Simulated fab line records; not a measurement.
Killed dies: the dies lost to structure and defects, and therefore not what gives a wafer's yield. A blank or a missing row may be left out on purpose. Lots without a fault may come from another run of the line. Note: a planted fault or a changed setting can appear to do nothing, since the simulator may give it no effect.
fab line records || flow nand_harc || part 2 of 2: steps 28 to 37 of 37
record: {"lots": 5, "wafers": 15, "last_day": 31}
route steps=1302 shown A_STAIRCASE@747
lots that met no fault: from a run of the same line without faults
start_h: hours from the record's opening day to when the first of the lot's shown wafers began || wait_h: hours from the lot's prior step to this one || " identical to the entry in the row above || L1.1+2: a single row standing in for several wafers || - value missing, or start not given || * or withheld: withheld || < > ~ a bound
route shown NAME@n: a module of which the file shows steps, and the number in the route of the first || usual: mean and standard deviation over wafers with no fault || same: alike in all rows || chamber/n: place in a boat || sites: per-site readings || _std_site: the standard deviation of these || _edge_site: inner sites' mean taken away from outer sites' mean || radius_mm: how far each site lies from the wafer's centre || mask NAME#n: copy n || behind: the tool/chamber that last shaped the wafer || hold: reason for holding the lot/hours on hold/outcome of the hold || device: the transistor (n, p or np) that didn't switch || end of line: at the end of the route, the tests of the same wafers || a step without rows: its recipe alone || killed: dies that structure and defects cost at the first sort, which is not the same as the wafer's yield || map: per-die view of a wafer (x killed, . not killed, _ where there is no die)
set.NAME: the setting that was run; set.NAME@STEP: the one run at that earlier step || model.NAME: the simulator's own value behind a step, which no gauge read
certain route steps with their lots: each step a table, each wafer a row
services: from which hour (start_h, from the record's first day; less than 0 if before it) a tool's chamber was out of use, for how many hours, and why
== steps ==
step: NHARC_A_STAIRCASE_COAT_262
recipe: {"spin_rpm": 1200}
{"lot.wafer": "L074.1+2+3", "tool": "litho_track-07", "chamber": 0, "start_h": "-", "wait_h": "-"}
{"lot.wafer": "L075.1+2+5", "tool": "litho_track-07", "chamber": 0, "start_h": "-", "wait_h": "-"}
{"lot.wafer": "L081.2+4+6", "tool": "litho_track-07", "chamber": 0, "start_h": "-", "wait_h": "-"}
{"lot.wafer": "L085.1+3+4", "tool": "litho_track-07", "chamber": 0, "start_h": "-", "wait_h": "-"}
{"lot.wafer": "L092.2+4+6", "tool": "litho_track-07", "chamber": 0, "start_h": "-", "wait_h": "-"}
step: NHARC_A_STAIRCASE_SOFTBAKE_263
recipe: {"temp_c": 135, "time_s": 170}
{"lot.wafer": "L074.1+2+3", "tool": "litho_track-07", "chamber": 0, "start_h": "-", "wait_h": "-"}
{"lot.wafer": "L075.1+2+5", "tool": "litho_track-07", "chamber": 0, "start_h": "-", "wait_h": "-"}
{"lot.wafer": "L081.2+4+6", "tool": "litho_track-07", "chamber": 0, "start_h": "-", "wait_h": "-"}
{"lot.wafer": "L085.1+3+4", "tool": "litho_track-07", "chamber": 0, "start_h": "-", "wait_h": "-"}
{"lot.wafer": "L092.2+4+6", "tool": "litho_track-07", "chamber": 0, "start_h": "-", "wait_h": "-"}
step: NHARC_A_STAIRCASE_EBR_264
{"lot.wafer": "L074.1+2+3", "tool": "litho_track-07", "chamber": 0, "start_h": "-", "wait_h": "-"}
{"lot.wafer": "L075.1+2+5", "tool": "litho_track-07", "chamber": 0, "start_h": "-", "wait_h": "-"}
{"lot.wafer": "L081.2+4+6", "tool": "litho_track-07", "chamber": 0, "start_h": "-", "wait_h": "-"}
{"lot.wafer": "L085.1+3+4", "tool": "litho_track-07", "chamber": 0, "start_h": "-", "wait_h": "-"}
{"lot.wafer": "L092.2+4+6", "tool": "litho_track-07", "chamber": 0, "start_h": "-", "wait_h": "-"}
step: NHARC_A_STAIRCASE_EXPOSE_265
recipe: {"na": 0.5, "dose_mj": 25.01, "mask_id": "CHOP_200"}
usual: {"exposure_dose_mJ_cm2": "25.010/0.026"}
{"lot.wafer": "L074.1", "tool": "krf_scanner-03", "chamber": 0, "start_h": 371.21, "wait_h": "-", "mask": "CHOP_200#0", "exposure_dose_mJ_cm2": 25.016}
{"lot.wafer": "L074.2", "tool": "krf_scanner-03", "chamber": 0, "start_h": 371.21, "wait_h": "-", "mask": "CHOP_200#0", "exposure_dose_mJ_cm2": 24.988}
{"lot.wafer": "L074.3", "tool": "krf_scanner-03", "chamber": 0, "start_h": 371.21, "wait_h": "-", "mask": "CHOP_200#0", "exposure_dose_mJ_cm2": 25.019}
{"lot.wafer": "L075.1", "tool": "krf_scanner-02", "chamber": 0, "start_h": 393.72, "wait_h": "-", "mask": "CHOP_200#0", "exposure_dose_mJ_cm2": 24.954}
{"lot.wafer": "L075.2", "tool": "krf_scanner-02", "chamber": 0, "start_h": 393.72, "wait_h": "-", "mask": "CHOP_200#0", "exposure_dose_mJ_cm2": 24.973}
{"lot.wafer": "L075.5", "tool": "krf_scanner-02", "chamber": 0, "start_h": 393.72, "wait_h": "-", "mask": "CHOP_200#0", "exposure_dose_mJ_cm2": 24.969}
{"lot.wafer": "L081.2", "tool": "krf_scanner-03", "chamber": 0, "start_h": 443.20, "wait_h": "-", "mask": "CHOP_200#0", "exposure_dose_mJ_cm2": 25.040}
{"lot.wafer": "L081.4", "tool": "krf_scanner-03", "chamber": 0, "start_h": 443.20, "wait_h": "-", "mask": "CHOP_200#0", "exposure_dose_mJ_cm2": 24.976}
{"lot.wafer": "L081.6", "tool": "krf_scanner-03", "chamber": 0, "start_h": 443.20, "wait_h": "-", "mask": "CHOP_200#0", "exposure_dose_mJ_cm2": 25.001}
{"lot.wafer": "L085.1", "tool": "krf_scanner-02", "chamber": 0, "start_h": 474.97, "wait_h": "-", "mask": "CHOP_200#0", "exposure_dose_mJ_cm2": 25.031}
{"lot.wafer": "L085.3", "tool": "krf_scanner-02", "chamber": 0, "start_h": 474.97, "wait_h": "-", "mask": "CHOP_200#0", "exposure_dose_mJ_cm2": 25.037}
{"lot.wafer": "L085.4", "tool": "krf_scanner-02", "chamber": 0, "start_h": 474.97, "wait_h": "-", "mask": "CHOP_200#0", "exposure_dose_mJ_cm2": 25.020}
{"lot.wafer": "L092.2", "tool": "krf_scanner-03", "chamber": 0, "start_h": 550.94, "wait_h": "-", "mask": "CHOP_200#0", "exposure_dose_mJ_cm2": 24.983}
{"lot.wafer": "L092.4", "tool": "krf_scanner-03", "chamber": 0, "start_h": 550.94, "wait_h": "-", "mask": "CHOP_200#0", "exposure_dose_mJ_cm2": 25.001}
{"lot.wafer": "L092.6", "tool": "krf_scanner-03", "chamber": 0, "start_h": 550.94, "wait_h": "-", "mask": "CHOP_200#0", "exposure_dose_mJ_cm2": 25.011}
step: NHARC_A_STAIRCASE_PEB_266
recipe: {"peb_temp_c": 115, "peb_time_s": 130}
{"lot.wafer": "L074.1+2+3", "tool": "litho_track-05", "chamber": 0, "start_h": 371.27, "wait_h": 0.1}
{"lot.wafer": "L075.1+2+5", "tool": "litho_track-02", "chamber": 0, "start_h": 393.78, "wait_h": 0.1}
{"lot.wafer": "L081.2+4+6", "tool": "litho_track-02", "chamber": 0, "start_h": 443.27, "wait_h": 0.1}
{"lot.wafer": "L085.1+3+4", "tool": "litho_track-07", "chamber": 0, "start_h": 475.03, "wait_h": 0.1}
{"lot.wafer": "L092.2+4+6", "tool": "litho_track-07", "chamber": 0, "start_h": 551.01, "wait_h": 0.1}
step: NHARC_A_STAIRCASE_DEVELOP_267
recipe: {"time_s": 140}
{"lot.wafer": "L074.1+2+3", "tool": "litho_track-05", "chamber": 0, "start_h": "-", "wait_h": "-"}
{"lot.wafer": "L075.1+2+5", "tool": "litho_track-02", "chamber": 0, "start_h": "-", "wait_h": "-"}
{"lot.wafer": "L081.2+4+6", "tool": "litho_track-02", "chamber": 0, "start_h": "-", "wait_h": "-"}
{"lot.wafer": "L085.1+3+4", "tool": "litho_track-07", "chamber": 0, "start_h": "-", "wait_h": "-"}
{"lot.wafer": "L092.2+4+6", "tool": "litho_track-07", "chamber": 0, "start_h": "-", "wait_h": "-"}
step: NHARC_A_STAIRCASE_HARDBAKE_269
recipe: {"temp_c": 120, "time_s": 140}
{"lot.wafer": "L074.1+2+3", "tool": "litho_track-07", "chamber": 0, "start_h": 371.49, "wait_h": "-"}
{"lot.wafer": "L075.1+2+5", "tool": "litho_track-02", "chamber": 0, "start_h": 394.00, "wait_h": "-"}
{"lot.wafer": "L081.2+4+6", "tool": "litho_track-05", "chamber": 0, "start_h": 443.49, "wait_h": "-"}
{"lot.wafer": "L085.1+3+4", "tool": "litho_track-02", "chamber": 0, "start_h": 475.27, "wait_h": "-"}
{"lot.wafer": "L092.2+4+6", "tool": "litho_track-02", "chamber": 0, "start_h": 551.23, "wait_h": "-"}
step: NHARC_A_STAIRCASE_DESCUM_270
recipe: {"time_s": 3, "o2_flow_sccm": 200, "ar_flow_sccm": 0, "bias_power_w": 0, "chemistry": "O2"}
usual: {"drypump_motor_current_A": "6.1/0.33", "o2_flow_sccm": "199.9/0.65", "oes_product_au": "0.999/0.01", "rf_vpp_V": "57.7/0.92", "showerhead_plenum_p_Torr": "1.90/0.062", "throttle_valve_pct": "11.312/0.0096"}
{"lot.wafer": "L074.1", "tool": "rie_diel-01", "chamber": 1, "start_h": 371.58, "wait_h": "-", "drypump_motor_current_A": 6.5, "o2_flow_sccm": 200.1, "oes_product_au": 1.003, "rf_hours_counter_h": 54, "rf_vpp_V": 57.9, "showerhead_plenum_p_Torr": 1.87, "throttle_valve_pct": 11.320}
{"lot.wafer": "L074.2", "tool": "rie_diel-01", "chamber": 2, "start_h": 371.58, "wait_h": "-", "drypump_motor_current_A": 6.0, "o2_flow_sccm": 201.4, "oes_product_au": 1.016, "rf_hours_counter_h": 53, "rf_vpp_V": 57.3, "showerhead_plenum_p_Torr": 1.85, "throttle_valve_pct": 11.301}
{"lot.wafer": "L074.3", "tool": "rie_diel-01", "chamber": 3, "start_h": 371.58, "wait_h": "-", "drypump_motor_current_A": 6.5, "o2_flow_sccm": 200.2, "oes_product_au": 1.004, "rf_hours_counter_h": 51, "rf_vpp_V": 57.6, "showerhead_plenum_p_Torr": 1.92, "throttle_valve_pct": 11.320}
{"lot.wafer": "L075.1", "tool": "rie_diel-07", "chamber": 3, "start_h": 394.10, "wait_h": "-", "drypump_motor_current_A": 5.8, "o2_flow_sccm": 199.9, "oes_product_au": 1.011, "rf_hours_counter_h": 28, "rf_vpp_V": 59.6, "showerhead_plenum_p_Torr": 1.99, "throttle_valve_pct": 11.319}
{"lot.wafer": "L075.2", "tool": "rie_diel-07", "chamber": 0, "start_h": 394.10, "wait_h": "-", "drypump_motor_current_A": 5.1, "o2_flow_sccm": 199.6, "oes_product_au": 0.987, "rf_hours_counter_h": 30, "rf_vpp_V": 58.1, "showerhead_plenum_p_Torr": 1.89, "throttle_valve_pct": 11.305}
{"lot.wafer": "L075.5", "tool": "rie_diel-07", "chamber": 2, "start_h": 394.10, "wait_h": "-", "drypump_motor_current_A": 5.6, "o2_flow_sccm": 200.2, "oes_product_au": 1.004, "rf_hours_counter_h": "-", "rf_vpp_V": 57.0, "showerhead_plenum_p_Torr": 1.80, "throttle_valve_pct": 11.316}
{"lot.wafer": "L081.2", "tool": "rie_diel-07", "chamber": 0, "start_h": 443.59, "wait_h": "-", "drypump_motor_current_A": 5.2, "o2_flow_sccm": 198.8, "oes_product_au": 1.000, "rf_hours_counter_h": 46, "rf_vpp_V": 56.3, "showerhead_plenum_p_Torr": 1.89, "throttle_valve_pct": 11.314}
{"lot.wafer": "L081.4", "tool": "rie_diel-07", "chamber": 2, "start_h": 443.59, "wait_h": "-", "drypump_motor_current_A": 5.7, "o2_flow_sccm": 200.4, "oes_product_au": 1.000, "rf_hours_counter_h": 49, "rf_vpp_V": 58.8, "showerhead_plenum_p_Torr": 1.79, "throttle_valve_pct": 11.320}
{"lot.wafer": "L081.6", "tool": "rie_diel-07", "chamber": 3, "start_h": 443.59, "wait_h": "-", "drypump_motor_current_A": 5.9, "o2_flow_sccm": 199.9, "oes_product_au": 1.021, "rf_hours_counter_h": "-", "rf_vpp_V": 58.0, "showerhead_plenum_p_Torr": 1.98, "throttle_valve_pct": 11.318}
{"lot.wafer": "L085.1", "tool": "rie_diel-03", "chamber": 3, "start_h": 475.36, "wait_h": "-", "drypump_motor_current_A": 6.2, "o2_flow_sccm": 199.2, "oes_product_au": 0.995, "rf_hours_counter_h": 5, "rf_vpp_V": 56.3, "showerhead_plenum_p_Torr": 1.99, "throttle_valve_pct": 11.310}
{"lot.wafer": "L085.4", "tool": "rie_diel-03", "chamber": 0, "start_h": 475.36, "wait_h": "-", "drypump_motor_current_A": 6.1, "o2_flow_sccm": 198.3, "oes_product_au": 1.008, "rf_hours_counter_h": 5, "rf_vpp_V": 57.7, "showerhead_plenum_p_Torr": 1.89, "throttle_valve_pct": 11.288}
{"lot.wafer": "L085.3", "tool": "rie_diel-03", "chamber": 1, "start_h": 475.36, "wait_h": "-", "drypump_motor_current_A": 6.3, "o2_flow_sccm": 198.9, "oes_product_au": 0.982, "rf_hours_counter_h": 5, "rf_vpp_V": 56.1, "showerhead_plenum_p_Torr": 1.87, "throttle_valve_pct": 11.307}
{"lot.wafer": "L092.2", "tool": "rie_diel-03", "chamber": 0, "start_h": 551.33, "wait_h": "-", "drypump_motor_current_A": 6.1, "o2_flow_sccm": 200.6, "oes_product_au": 1.003, "rf_hours_counter_h": 30, "rf_vpp_V": 56.1, "showerhead_plenum_p_Torr": 1.88, "throttle_valve_pct": 11.320}
{"lot.wafer": "L092.4", "tool": "rie_diel-03", "chamber": 1, "start_h": 551.33, "wait_h": "-", "drypump_motor_current_A": 6.3, "o2_flow_sccm": 200.4, "oes_product_au": 0.987, "rf_hours_counter_h": 31, "rf_vpp_V": 57.5, "showerhead_plenum_p_Torr": 1.86, "throttle_valve_pct": 11.304}
{"lot.wafer": "L092.6", "tool": "rie_diel-03", "chamber": 3, "start_h": 551.33, "wait_h": "-", "drypump_motor_current_A": 6.2, "o2_flow_sccm": 200.4, "oes_product_au": 0.991, "rf_hours_counter_h": "-", "rf_vpp_V": 56.2, "showerhead_plenum_p_Torr": 1.98, "throttle_valve_pct": 11.298}
step: NHARC_A_STAIRCASE_ETCH_271
recipe: {"cf4_flow_sccm": 100, "chf3_flow_sccm": 30, "ar_flow_sccm": 0, "rf_w": 500, "bias_w": 200, "chemistry": "CF4/CHF3"}
usual: {"drypump_motor_current_A": "6.0/0.34", "oes_product_au": "0.952/0.022", "rf_vpp_V": "370.2/1.8", "showerhead_plenum_p_Torr": "1.56/0.046", "throttle_valve_pct": "16.802/0.0091"}
{"lot.wafer": "L074.1", "tool": "rie_diel-01", "chamber": 3, "start_h": 371.68, "wait_h": 0.1, "drypump_motor_current_A": 6.4, "oes_product_au": 0.915, "rf_hours_counter_h": 51, "rf_vpp_V": 372.2, "showerhead_plenum_p_Torr": 1.58, "throttle_valve_pct": 16.812}
{"lot.wafer": "L074.3", "tool": "rie_diel-01", "chamber": 0, "start_h": 371.68, "wait_h": 0.1, "drypump_motor_current_A": 5.7, "oes_product_au": 0.926, "rf_hours_counter_h": 55, "rf_vpp_V": 370.5, "showerhead_plenum_p_Torr": 1.58, "throttle_valve_pct": 16.806}
{"lot.wafer": "L074.2", "tool": "rie_diel-01", "chamber": 1, "start_h": 371.68, "wait_h": 0.1, "drypump_motor_current_A": 6.5, "oes_product_au": 0.927, "rf_hours_counter_h": 54, "rf_vpp_V": 370.1, "showerhead_plenum_p_Torr": 1.54, "throttle_valve_pct": 16.795}
{"lot.wafer": "L075.2", "tool": "rie_diel-07", "chamber": 1, "start_h": 394.21, "wait_h": 0.1, "drypump_motor_current_A": 6.0, "oes_product_au": 0.933, "rf_hours_counter_h": 30, "rf_vpp_V": 369.7, "showerhead_plenum_p_Torr": 1.56, "throttle_valve_pct": 16.793}
{"lot.wafer": "L075.1", "tool": "rie_diel-07", "chamber": 3, "start_h": 394.21, "wait_h": 0.1, "drypump_motor_current_A": 5.9, "oes_product_au": 0.969, "rf_hours_counter_h": 28, "rf_vpp_V": 372.5, "showerhead_plenum_p_Torr": 1.63, "throttle_valve_pct": 16.790}
{"lot.wafer": "L075.5", "tool": "rie_diel-07", "chamber": 1, "start_h": 394.21, "wait_h": 0.1, "drypump_motor_current_A": 6.0, "oes_product_au": 0.936, "rf_hours_counter_h": "-", "rf_vpp_V": 369.7, "showerhead_plenum_p_Torr": 1.56, "throttle_valve_pct": 16.804}
{"lot.wafer": "L081.2", "tool": "rie_diel-07", "chamber": 0, "start_h": 443.67, "wait_h": 0.1, "drypump_motor_current_A": 5.1, "oes_product_au": 0.961, "rf_hours_counter_h": 46, "rf_vpp_V": 368.8, "showerhead_plenum_p_Torr": 1.55, "throttle_valve_pct": 16.795}
{"lot.wafer": "L081.4", "tool": "rie_diel-07", "chamber": 2, "start_h": 443.67, "wait_h": 0.1, "drypump_motor_current_A": 5.7, "oes_product_au": 0.975, "rf_hours_counter_h": 49, "rf_vpp_V": 368.1, "showerhead_plenum_p_Torr": 1.48, "throttle_valve_pct": 16.785}
{"lot.wafer": "L081.6", "tool": "rie_diel-07", "chamber": 3, "start_h": 443.67, "wait_h": 0.1, "drypump_motor_current_A": 5.9, "oes_product_au": 0.978, "rf_hours_counter_h": "-", "rf_vpp_V": 371.8, "showerhead_plenum_p_Torr": 1.63, "throttle_valve_pct": 16.802}
{"lot.wafer": "L085.3", "tool": "rie_diel-03", "chamber": 0, "start_h": 475.45, "wait_h": 0.1, "drypump_motor_current_A": 6.0, "oes_product_au": 0.945, "rf_hours_counter_h": 5, "rf_vpp_V": 370.1, "showerhead_plenum_p_Torr": 1.55, "throttle_valve_pct": 16.801}
{"lot.wafer": "L085.1", "tool": "rie_diel-03", "chamber": 1, "start_h": 475.45, "wait_h": 0.1, "drypump_motor_current_A": 6.3, "oes_product_au": 0.939, "rf_hours_counter_h": 5, "rf_vpp_V": 369.0, "showerhead_plenum_p_Torr": 1.54, "throttle_valve_pct": 16.818}
{"lot.wafer": "L085.4", "tool": "rie_diel-03", "chamber": 2, "start_h": 475.45, "wait_h": 0.1, "drypump_motor_current_A": 6.0, "oes_product_au": 0.954, "rf_hours_counter_h": 0, "rf_vpp_V": 374.3, "showerhead_plenum_p_Torr": 1.66, "throttle_valve_pct": 16.805}
{"lot.wafer": "L092.4", "tool": "rie_diel-03", "chamber": 3, "start_h": 551.40, "wait_h": 0.1, "drypump_motor_current_A": 6.2, "oes_product_au": 0.953, "rf_hours_counter_h": 25, "rf_vpp_V": 374.1, "showerhead_plenum_p_Torr": 1.63, "throttle_valve_pct": 16.790}
{"lot.wafer": "L092.2", "tool": "rie_diel-03", "chamber": 2, "start_h": 551.40, "wait_h": 0.1, "drypump_motor_current_A": 6.0, "oes_product_au": 0.964, "rf_hours_counter_h": 27, "rf_vpp_V": 374.7, "showerhead_plenum_p_Torr": 1.65, "throttle_valve_pct": 16.821}
{"lot.wafer": "L092.6", "tool": "rie_diel-03", "chamber": 3, "start_h": 551.40, "wait_h": 0.1, "drypump_motor_current_A": 6.2, "oes_product_au": 0.959, "rf_hours_counter_h": "-", "rf_vpp_V": 373.9, "showerhead_plenum_p_Torr": 1.63, "throttle_valve_pct": 16.811}
step: NHARC_A_STAIRCASE_HM_OPEN_457
recipe: {"o2_flow_sccm": 400, "cos_flow_sccm": 20, "ar_flow_sccm": 0, "rf_w": 500, "bias_w": 300, "chemistry": "O2/COS"}
usual: {"drypump_motor_current_A": "6.0/0.35", "o2_flow_sccm": "400.1/1.2", "oes_product_au": "1.001/0.011", "rf_vpp_V": "466.9/2.3", "showerhead_plenum_p_Torr": "3.11/0.094", "throttle_valve_pct": "28.329/0.009"}
{"lot.wafer": "L074.2", "tool": "rie_diel-01", "chamber": 0, "start_h": "-", "wait_h": "-", "drypump_motor_current_A": 5.7, "o2_flow_sccm": 398.7, "oes_product_au": 0.991, "rf_hours_counter_h": 55, "rf_vpp_V": 467.2, "showerhead_plenum_p_Torr": 3.13, "throttle_valve_pct": 28.331}
{"lot.wafer": "L074.1", "tool": "rie_diel-01", "chamber": 2, "start_h": "-", "wait_h": "-", "drypump_motor_current_A": 6.0, "o2_flow_sccm": 400.7, "oes_product_au": 1.010, "rf_hours_counter_h": 53, "rf_vpp_V": 465.7, "showerhead_plenum_p_Torr": 3.03, "throttle_valve_pct": 28.342}
{"lot.wafer": "L074.3", "tool": "rie_diel-01", "chamber": 3, "start_h": "-", "wait_h": "-", "drypump_motor_current_A": 6.5, "o2_flow_sccm": 400.3, "oes_product_au": 1.002, "rf_hours_counter_h": 51, "rf_vpp_V": 468.8, "showerhead_plenum_p_Torr": 3.14, "throttle_valve_pct": 28.333}
{"lot.wafer": "L075.2", "tool": "rie_diel-07", "chamber": 1, "start_h": "-", "wait_h": "-", "drypump_motor_current_A": 6.0, "o2_flow_sccm": 401.0, "oes_product_au": 0.988, "rf_hours_counter_h": 30, "rf_vpp_V": 467.5, "showerhead_plenum_p_Torr": 3.10, "throttle_valve_pct": 28.316}
{"lot.wafer": "L075.1", "tool": "rie_diel-07", "chamber": 2, "start_h": "-", "wait_h": "-", "drypump_motor_current_A": 5.7, "o2_flow_sccm": 400.5, "oes_product_au": 0.999, "rf_hours_counter_h": 29, "rf_vpp_V": 462.2, "showerhead_plenum_p_Torr": 2.95, "throttle_valve_pct": 28.335}
{"lot.wafer": "L075.5", "tool": "rie_diel-07", "chamber": 3, "start_h": "-", "wait_h": "-", "drypump_motor_current_A": 5.9, "o2_flow_sccm": 399.6, "oes_product_au": 1.001, "rf_hours_counter_h": "-", "rf_vpp_V": 467.7, "showerhead_plenum_p_Torr": 3.24, "throttle_valve_pct": 28.315}
{"lot.wafer": "L081.2", "tool": "rie_diel-07", "chamber": 1, "start_h": "-", "wait_h": "-", "drypump_motor_current_A": 6.1, "o2_flow_sccm": 400.6, "oes_product_au": 0.995, "rf_hours_counter_h": 48, "rf_vpp_V": 467.9, "showerhead_plenum_p_Torr": 3.09, "throttle_valve_pct": 28.325}
{"lot.wafer": "L081.4", "tool": "rie_diel-07", "chamber": 2, "start_h": "-", "wait_h": "-", "drypump_motor_current_A": 5.7, "o2_flow_sccm": 401.5, "oes_product_au": 1.001, "rf_hours_counter_h": 49, "rf_vpp_V": 464.3, "showerhead_plenum_p_Torr": 2.94, "throttle_valve_pct": 28.318}
{"lot.wafer": "L081.6", "tool": "rie_diel-07", "chamber": 3, "start_h": "-", "wait_h": "-", "drypump_motor_current_A": 5.9, "o2_flow_sccm": 400.5, "oes_product_au": 1.020, "rf_hours_counter_h": "-", "rf_vpp_V": 470.0, "showerhead_plenum_p_Torr": 3.23, "throttle_valve_pct": 28.307}
{"lot.wafer": "L085.4", "tool": "rie_diel-03", "chamber": 1, "start_h": "-", "wait_h": "-", "drypump_motor_current_A": 6.3, "o2_flow_sccm": 400.3, "oes_product_au": 0.982, "rf_hours_counter_h": 5, "rf_vpp_V": 467.0, "showerhead_plenum_p_Torr": 3.05, "throttle_valve_pct": 28.335}
{"lot.wafer": "L085.1", "tool": "rie_diel-03", "chamber": 3, "start_h": "-", "wait_h": "-", "drypump_motor_current_A": 6.2, "o2_flow_sccm": 400.9, "oes_product_au": 0.992, "rf_hours_counter_h": 5, "rf_vpp_V": 470.1, "showerhead_plenum_p_Torr": 3.24, "throttle_valve_pct": 28.330}
{"lot.wafer": "L085.3", "tool": "rie_diel-03", "chamber": 0, "start_h": "-", "wait_h": "-", "drypump_motor_current_A": 6.1, "o2_flow_sccm": 400.2, "oes_product_au": 1.014, "rf_hours_counter_h": 5, "rf_vpp_V": 466.2, "showerhead_plenum_p_Torr": 3.08, "throttle_valve_pct": 28.329}
{"lot.wafer": "L092.2", "tool": "rie_diel-03", "chamber": 2, "start_h": "-", "wait_h": "-", "drypump_motor_current_A": 6.1, "o2_flow_sccm": 400.6, "oes_product_au": 1.011, "rf_hours_counter_h": 27, "rf_vpp_V": 470.5, "showerhead_plenum_p_Torr": 3.28, "throttle_valve_pct": 28.322}
{"lot.wafer": "L092.4", "tool": "rie_diel-03", "chamber": 1, "start_h": "-", "wait_h": "-", "drypump_motor_current_A": 6.3, "o2_flow_sccm": 399.7, "oes_product_au": 0.996, "rf_hours_counter_h": 31, "rf_vpp_V": 465.2, "showerhead_plenum_p_Torr": 3.04, "throttle_valve_pct": 28.341}
{"lot.wafer": "L092.6", "tool": "rie_diel-03", "chamber": 2, "start_h": "-", "wait_h": "-", "drypump_motor_current_A": 6.0, "o2_flow_sccm": 399.0, "oes_product_au": 1.006, "rf_hours_counter_h": "-", "rf_vpp_V": 470.6, "showerhead_plenum_p_Torr": 3.28, "throttle_valve_pct": 28.332}
== services ==
{"tool": "rie_diel-07", "chamber": 3, "start_h": 341.56, "hours": 4.2, "kind": "repair"}
{"tool": "plasma_asher-01", "chamber": "-", "start_h": 342.04, "hours": 9.0, "kind": "pm"}
{"tool": "rie_diel-03", "chamber": "-", "start_h": 344.08, "hours": 1.1, "kind": "repair"}
{"tool": "krf_scanner-02", "chamber": "-", "start_h": 367.01, "hours": 0.1, "kind": "repair"}
{"tool": "rie_diel-01", "chamber": "-", "start_h": 385.22, "hours": 9.0, "kind": "pm"}
{"tool": "krf_scanner-02", "chamber": "-", "start_h": 388.53, "hours": 2.4, "kind": "repair"}
{"tool": "krf_scanner-03", "chamber": "-", "start_h": 396.00, "hours": 4.0, "kind": "pm"}
{"tool": "litho_track-02", "chamber": "-", "start_h": 402.00, "hours": 7.0, "kind": "pm"}
{"tool": "wet_bench-04", "chamber": "-", "start_h": 403.20, "hours": 8.0, "kind": "pm"}
{"tool": "pecvd-02", "chamber": "-", "start_h": 408.11, "hours": 13.0, "kind": "pm"}
{"tool": "rie_diel-03", "chamber": 3, "start_h": 412.11, "hours": 5.2, "kind": "repair"}
{"tool": "litho_track-07", "chamber": "-", "start_h": 426.00, "hours": 7.0, "kind": "pm"}
{"tool": "plasma_asher-02", "chamber": "-", "start_h": 426.00, "hours": 9.0, "kind": "pm"}
{"tool": "pecvd-04", "chamber": "-", "start_h": 430.49, "hours": 0.8, "kind": "repair"}
{"tool": "pecvd-02", "chamber": "-", "start_h": 436.18, "hours": 0.5, "kind": "repair"}
{"tool": "wet_bench-05", "chamber": "-", "start_h": 436.80, "hours": 8.0, "kind": "pm"}
{"tool": "rie_diel-03", "chamber": "-", "start_h": 458.41, "hours": 9.0, "kind": "pm"}
{"tool": "rie_diel-07", "chamber": 1, "start_h": 464.75, "hours": 7.1, "kind": "repair"}
{"tool": "rie_diel-07", "chamber": "-", "start_h": 472.80, "hours": 9.0, "kind": "pm"}
{"tool": "litho_track-05", "chamber": "-", "start_h": 474.00, "hours": 7.0, "kind": "pm"}
{"tool": "acl_dep-03", "chamber": "-", "start_h": 480.29, "hours": 13.0, "kind": "pm"}
{"tool": "rie_diel-03", "chamber": 3, "start_h": 497.25, "hours": 12.1, "kind": "repair"}
{"tool": "plasma_asher-01", "chamber": "-", "start_h": 519.04, "hours": 9.0, "kind": "pm"}
{"tool": "plasma_asher-02", "chamber": "-", "start_h": 544.65, "hours": 2.8, "kind": "repair"}
